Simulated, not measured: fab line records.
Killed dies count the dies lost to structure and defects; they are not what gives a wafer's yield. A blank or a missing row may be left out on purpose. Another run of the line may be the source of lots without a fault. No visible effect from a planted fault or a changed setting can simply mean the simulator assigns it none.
Comparing a struck lot with a sound one :: flow nand harc :: 18 out of 1302 route steps
Sound: wafers L448.2, L448.3, L448.6. Wafers struck: L453.2, L453.3, L453.5. At the end, the cause is stated.
Order at every step that has rows: each side's tool, ch and its chambers, its first start. Under that, the readings that differ: sound wafers :: struck wafers :: difference of the means :: sigmas: that difference in standard deviations of wafers without a fault.
alike: words and numbers the same on both sides, and readings whose means are apart by under 2 such deviations; not compared: readings that were withheld, readings missing a value for some wafer, numbers with overlapping values and no deviation given by the record, and bounds like >300 which may hide the same value.
Wherever a step has rows on one side only, a row that says differs or no value, or a row with sigmas, the two part there. Numbers that have no deviation but don't overlap get no sigmas and don't part them. A reading missing from all wafers of one side parts the sides only when that side holds two or more wafers.

first, 1 step without rows for these wafers: NHARC_A_M0_SRD_25.
NHARC_A_M0_INSPECT_27:
  sound: defect inspect-02 at day 26 14:51; struck: defect inspect-02 at day 30 06:54
  alike: raw defect count
NHARC_A_M0_PRE_CLEAN_31: time 12 s.
  sound on pecvd-02 ch 1, day 26 14:55; struck on pecvd-02 ch 1,2, day 30 06:59
  alike: heater power w
  not compared: since wet clean h
NHARC_A_M0_DEP_32: deposits SiCN, target thk 30 nm.
  sound on pecvd-02 ch 1, day 26 15:02; struck on pecvd-02 ch 1,2, day 30 07:05
  alike: heater power w
  not compared: since wet clean h
then, 7 steps without rows for these wafers: NHARC_A_M1_DEP_00 (deposits SiOC, target thk 182.5 nm); NHARC_A_M1_DEHYDRATE_01 (time 120 s); NHARC_A_M1_HMDS_02 (time 30 s); NHARC_A_M1_COAT_34 (time 65 s); NHARC_A_M1_COAT_03 (resist thk 90 nm); NHARC_A_M1_SOFTBAKE_04 (time 55 s); NHARC_A_M1_EBR_05.
NHARC_A_M1_EXPOSE_06: exposes mask A M1, target cd 120 nm.
  sound on arfi scanner-03 ch 0, day 26 16:23; struck on arfi scanner-03 ch 0, day 30 08:10
reading: model.A_M1.overlay x nm (nm)
sound: 0.7024 0.7024 0.7024
struck: 29.1 29.1 29.1
difference: +28.4
sigmas: 
  alike: mask
then, 2 steps without rows for these wafers: NHARC_A_M1_PEB_07 (peb time 65 s); NHARC_A_M1_DEVELOP_08 (develop time 35 s).
NHARC_A_M1_CD_MEAS_09 targets a cd of 120 nm.
  sound on cd sem-03 ch 0, day 26 16:32; struck on cd sem-03 ch 0, day 30 08:17
  alike: cd nm
NHARC_A_M1_OVL_MEAS_10: pitch 240 nm.
  sound: overlay-01 at day 26 16:37; struck: overlay-02 at day 30 08:23
reading: overlay x nm (nm)
sound: 0.3 1.3 1.0
struck: 28.7 29.5 29.2
difference: +28.3
sigmas: +36
  alike: overlay y nm
NHARC_A_M1_INSPECT_11:
  sound: defect inspect-01 at day 26 16:39; struck: defect inspect-02 at day 30 08:25
reading: raw defect count
sound: 145 105 115
struck: 20 27 23
difference: -98
sigmas: -3
then, 1 step without rows for these wafers: NHARC_END_SORT_01.

## WHERE THEY PART
Last at NHARC_A_M1_INSPECT_11 as far as this record goes, first at NHARC_A_M1_OVL_MEAS_10.

WHY: what had been put in by the simulator
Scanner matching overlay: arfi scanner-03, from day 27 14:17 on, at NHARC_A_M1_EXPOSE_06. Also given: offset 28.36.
